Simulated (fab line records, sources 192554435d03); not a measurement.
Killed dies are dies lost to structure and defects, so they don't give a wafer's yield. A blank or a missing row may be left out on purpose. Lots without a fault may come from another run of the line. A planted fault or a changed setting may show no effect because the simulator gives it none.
Chamber matching | flow n5_finfet | N5_ILD0_ALD_15 on ald_sin-03: 4 sister chambers
The step deposits SiNx, target thk 24 nm, pulse time 1 s, ald cycles 480. 4 wafers are shown with their chamber, then 9 later ones without.

WAFERS WITH THEIR CHAMBER
wafer  | chamber | heater_power_w (W)
L093.2 | 0       | 795
L093.3 | 1       | 725
L093.5 | 2       | 1065
L093.6 | 3       | 830

WAFERS WITHOUT THEIR CHAMBER
wafer  | heater_power_w (W)
L094.1 | 815
L094.5 | 787
L094.6 | 718
L095.4 | 810
L095.5 | 1079
L095.6 | 722
L097.3 | 828
L097.4 | 750
L097.5 | 799

WHICH CHAMBER EACH WENT THROUGH
wafer  | from the rows above     | in truth
L094.1 | can't be placed: 3 or 0 | 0
L094.5 | 0                       | 0
L094.6 | 1                       | 1
L095.4 | can't be placed: 0 or 3 | 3
L095.5 | 2                       | 2
L095.6 | 1                       | 1
L097.3 | 3                       | 3
L097.4 | can't be placed: 1 or 0 | 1
L097.5 | 0                       | 0
Placed correctly: 6 of 9. Can't be placed from these rows: 3 (the true chamber is among the candidates in 3). Placed wrongly: 0.
How it was worked out, from the rows above alone: a wafer's distance from a chamber is the root of the sum, over the readings, of the square of ((its reading less the chamber's mean) divided by the reading's scatter). The wafer belongs to the nearest chamber; if the next one is less than 2 further off, it can't be placed. A chamber's mean is the mean of its shown wafers. The scatter: with one shown wafer a chamber, the root of the mean of the squares of how far each hidden wafer lies from its nearest shown one.
